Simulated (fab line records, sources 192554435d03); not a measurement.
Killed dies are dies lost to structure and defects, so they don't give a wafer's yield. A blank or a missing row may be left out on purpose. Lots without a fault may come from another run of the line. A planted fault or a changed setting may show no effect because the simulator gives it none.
A struck lot beside a sound one | flow n5_finfet | 43 steps out of a route of 1938
Sound: wafers L393.1, L393.4, L393.5. Struck: wafer L402.2. (L402.3, L402.6 of the same lot were not struck and are left out.) The cause comes at the end.
At each step with rows: each side's tool, then ch and its chambers, then its first start. Under that, the readings that differ: sound wafers | struck wafers | difference of the means | sigmas: that difference in standard deviations of wafers without a fault.
alike: readings whose means differ by less than 2 such deviations, and words and numbers that are the same on both sides. not compared: withheld readings, readings that some wafer has no value for, bounds like >300 that may hide the same value, and numbers for which the record gives no deviation and whose values overlap.
The two part at a step that has a row with sigmas, a row that says differs or no value, or rows on one side only. Numbers that don't overlap but have no deviation are shown without sigmas and don't part them. A reading that every wafer of one side lacks parts them only if that side has two wafers or more.

first, 6 steps without rows for these wafers: N5_BEOL_M5_COAT_22 (resist thk 30 nm); N5_BEOL_M5_EBR_24; N5_BEOL_M5_SOFTBAKE_23 (time 60 s); N5_BEOL_M5_EXPOSE_25 (exposes mask V4, defocus 10 nm); N5_BEOL_M5_PEB_26 (peb time 60 s); N5_BEOL_M5_DEVELOP_27 (develop time 30 s).
N5_BEOL_M5_CD_MEAS_28: target cd 30.6 nm, target cd y 20 nm.
  sound on cd_sem-01 ch 0, day 12 20:22; struck on cd_sem-03 ch 0, day 15 05:29
  alike: cd_nm
N5_BEOL_M5_OVL_MEAS_29:
  sound on overlay-01 ch 0, day 12 20:24; struck on overlay-02 ch 0, day 15 05:31
  alike: V4_OVL
N5_BEOL_M5_INSPECT_30: inspects for defects (brightfield).
  sound on defect_inspect-01, day 12 20:28; struck on defect_inspect-01, day 15 05:34
  alike: raw_defect_count
then, 1 step without rows for these wafers: N5_BEOL_M5_DESCUM_33 (chemistry O2, time 7 s).
N5_BEOL_M5_ETCH_75: etches underlayer in N2/H2, target depth 6.5 nm, time 5.2 s.
  sound on rie_diel-06 ch 2,3, day 12 21:05; struck on rie_diel-06 ch 0, day 15 05:38
  alike: chamber_pressure_mTorr, drypump_motor_current_A, etch_rf_on_time_s, oes_product_au, rf_vpp_V, showerhead_plenum_p_Torr, throttle_valve_pct
  not compared: rf_hours_counter_h
then, 1 step without rows for these wafers: N5_BEOL_M5_ETCH_67 (etches SiARC in CF4, target depth 15.6 nm, time 26 s).
N5_BEOL_M5_ETCH_68: etches SOC in N2/H2, target depth 80 nm, overetch 16 nm, time 120 s.
  sound on rie_diel-06 ch 2,3, day 12 21:07; struck on rie_diel-06 ch 0, day 15 05:41
  alike: chamber_pressure_mTorr, drypump_motor_current_A, oes_product_au, rf_vpp_V, showerhead_plenum_p_Torr, temp_c, throttle_valve_pct
  not compared: rf_hours_counter_h
then, 8 steps without rows for these wafers: N5_BEOL_M5_STRIP_69 (strips in N2/H2); N5_BEOL_M5_STRIP_76 (strips in N2/H2); N5_BEOL_M5_VIA_ETCH_34 (etches SiCOH lowk in C4F6/O2, target depth 88.3 nm, time 39.2 s); N5_BEOL_M5_STRIP_85 (strips in C4F6/O2); N5_BEOL_M5_STRIP_36 (strips in N2/H2); N5_BEOL_M5_TRENCH_ETCH_37 (etches SiCOH lowk in C4F6/O2, target depth 71.652 nm, time 24.7 s); N5_BEOL_M5_ETCH_41 (etches SiCN in CH3F/O2, target depth 31.5 nm, time 56.7 s); N5_BEOL_M5_STRIP_91 (strips in N2/H2, time 10 s).
N5_BEOL_M5_OCD_MEAS_38:
  sound on ocd-02, day 12 21:28; struck on ocd-02, day 15 06:02
  alike: trench_depth_nm
then, 4 steps without rows for these wafers: N5_BEOL_M5_HM_STRIP_39 (strips TiN in peroxide tin strip, target depth 25 nm, time 158 s); N5_BEOL_M5_SRD_40 (time 30 s); N5_BEOL_M5_PRECLEAN_42 (cleans in residue remover, time 60 s); N5_BEOL_M5_SRD_43 (time 30 s).
N5_BEOL_M5_CD_MEAS_35: target cd 28 nm, target cd y 24 nm.
  sound on cd_sem-03, day 12 21:37; struck on cd_sem-01, day 15 06:11
  alike: cd_nm
then, 3 steps without rows for these wafers: N5_BEOL_M5_CURE_80 (cures SiCOH lowk, time 120 s); N5_BEOL_M5_DEGAS_44 (time 60 s); N5_BEOL_M5_PRE_CLEAN_45 (time 30 s).
N5_BEOL_M5_ALD_86: deposits TaN, pulse time 2 s, purge time 3 s, co reactant purge time 2 s.
  sound on ald_metal-02 ch 0,1,3, day 12 23:19; struck on ald_metal-02 ch 2, day 15 06:55
  alike: heater_power_w
N5_BEOL_M5_SURFACE_TREAT_87:
  sound on pvd_sputter-03, day 12 23:34; struck on pvd_sputter-02, day 15 07:13
  not compared: throttle_valve_pct
then, 4 steps without rows for these wafers: N5_BEOL_M5_CVD_47 (deposits Co from CCTBA/H2, target thk 3 nm, time 216 s); N5_BEOL_M5_SPUTTER_48 (material Cu, target thk 15 nm, time 27.62 s); N5_BEOL_M5_ANNEAL_49 (time 1800 s); N5_BEOL_M5_SPUTTER_81 (material Cu, target thk 15 nm, time 27.62 s).
N5_BEOL_M5_ANNEAL_82: time 1800 s.
  sound on pvd_sputter-01, day 13 01:02; struck on pvd_sputter-03, day 15 08:38
  reading            | sound       | struck | difference | sigmas
  heater_power_w (W) | 811 881 826 | 1027   | +188       | +3
N5_BEOL_M5_SPUTTER_83: material Cu, target thk 15 nm, time 27.62 s.
  sound on pvd_sputter-01, day 13 02:03; struck on pvd_sputter-03, day 15 09:38
  reading              | sound                | struck | difference | sigmas
  substrate_temp_c (C) | -20.01 -20.01 -20.17 | -19.72 | +0.34      | +3
  alike: chuck_sensor_temp_C, throttle_valve_pct
then, 4 steps without rows for these wafers: N5_BEOL_M5_ANNEAL_84 (time 1800 s); N5_BEOL_M5_SPUTTER_88 (material Cu, target thk 15 nm, time 27.62 s); N5_BEOL_M5_ANNEAL_89 (time 1800 s); N5_BEOL_M5_SPUTTER_90 (material Cu, target thk 4.5 nm, time 8.29 s).
-- the record jumps here: 4 days lie between the struck wafers' starts before and after (it left off in module BEOL_M5 and takes up again in module PASSIVATION, whose first step shown is number 1936 of the route) --
N5_PASSIVATION_PROBE_49:
  sound on prober-02, day 17 01:43; struck on prober-01, day 19 12:17
  reading                  | sound          | struck | difference | sigmas
  defect_limited_yield (%) | 88.9 94.1 92.1 | 87.0   | -4.7       | -3
  killed_at_M4_up          | 17 5 8         | 106    | +96        | +19
  killed_dies              | 131 70 93      | 153    | +55        | +3
  killed_on_rim            | 24 10 16       | 28     | +11        | +3
  killed_short             | 49 23 25       | 14     | -18        | -2
  sort_n_pass              | 1049 1110 1087 | 1027   | -55        | -3
  sort_yield_pct (%)       | 88.9 94.1 92.1 | 87.0   | -4.7       | -3
  alike: killed_at_M0_to_M3, killed_at_contacts, killed_at_front_end, killed_at_other, killed_open, sort_bin_5_function, sort_bin_6_memory

WHERE THEY PART
First at N5_BEOL_M5_ANNEAL_82; last, within this record, at N5_PASSIVATION_PROBE_49.

WHY: what the simulator had put in
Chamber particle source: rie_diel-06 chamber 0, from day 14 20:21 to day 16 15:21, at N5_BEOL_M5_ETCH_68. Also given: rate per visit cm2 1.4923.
